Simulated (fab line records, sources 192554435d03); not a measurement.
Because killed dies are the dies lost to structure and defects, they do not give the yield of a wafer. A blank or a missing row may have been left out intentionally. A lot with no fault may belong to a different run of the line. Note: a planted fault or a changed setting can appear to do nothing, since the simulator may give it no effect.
Which of the tools did it? -- flow n5 finfet -- 6 lots with 16 wafers sampled at 2 steps, on a route of 1938 steps

== WHAT EACH GAUGE READ, for each wafer ==
N5_HKMG_FIN_CD_MEAS_49: target cd 202 nm.
lot,measured,on,cd nm (nm)
L181,day 4 04:43,cd sem-01,203.1 202.4 202.4
L183,day 4 18:43,cd sem-02,202.7 203.1 202.9
L188,day 5 21:28,cd sem-02,202.8 201.8
L198,day 8 11:17,cd sem-01,201.8 202.4
L200,day 8 23:02,cd sem-02,202.5 202.4 202.4
L202,day 9 11:37,cd sem-03,202.2 202.4 202.1

== EACH LOT AND THE TOOL THAT RAN IT (in order: tool; ch and the chambers of the sampled wafers; start) ==
lot,N5_HKMG_FIN_ALD_75
L181,"ald hk-01 ch 0,1, day 4 04:14"
L183,"ald hk-02 ch 2,3, day 4 18:22"
L188,"ald hk-03 ch 0,1, day 5 21:00"
L198,"ald hk-03 ch 3, day 8 10:56"
L200,"ald hk-03 ch 0,2,3, day 8 22:34"
L202,"ald hk-02 ch 0,2,3, day 9 11:08"
- N5_HKMG_FIN_ALD_75: deposits Al2O3, target thk 1 nm, co reactant pulse time 1 s.

== THE ANSWER, worked out from the rows above alone ==
Rule: what is usual is taken from the lots themselves. Put in order of their means at a reading, lots are off if they are a third of the lots or fewer, leave a main group of 4 or more, and stand apart from it by a gap of 3 or more times the standard deviation of the main group's means; of several such gaps the widest counts. The tables above print the reading to a certain number of digits; a main group whose means all agree to those digits is not used. Also off: a lot with no number at a reading for which 4 or more lots have one. Any other lot the step has rows for is counted as sound.
Across all readings shown, no lot is off: no conclusion can be drawn from this.

== WHAT WAS PUT IN BY THE SIMULATOR ==
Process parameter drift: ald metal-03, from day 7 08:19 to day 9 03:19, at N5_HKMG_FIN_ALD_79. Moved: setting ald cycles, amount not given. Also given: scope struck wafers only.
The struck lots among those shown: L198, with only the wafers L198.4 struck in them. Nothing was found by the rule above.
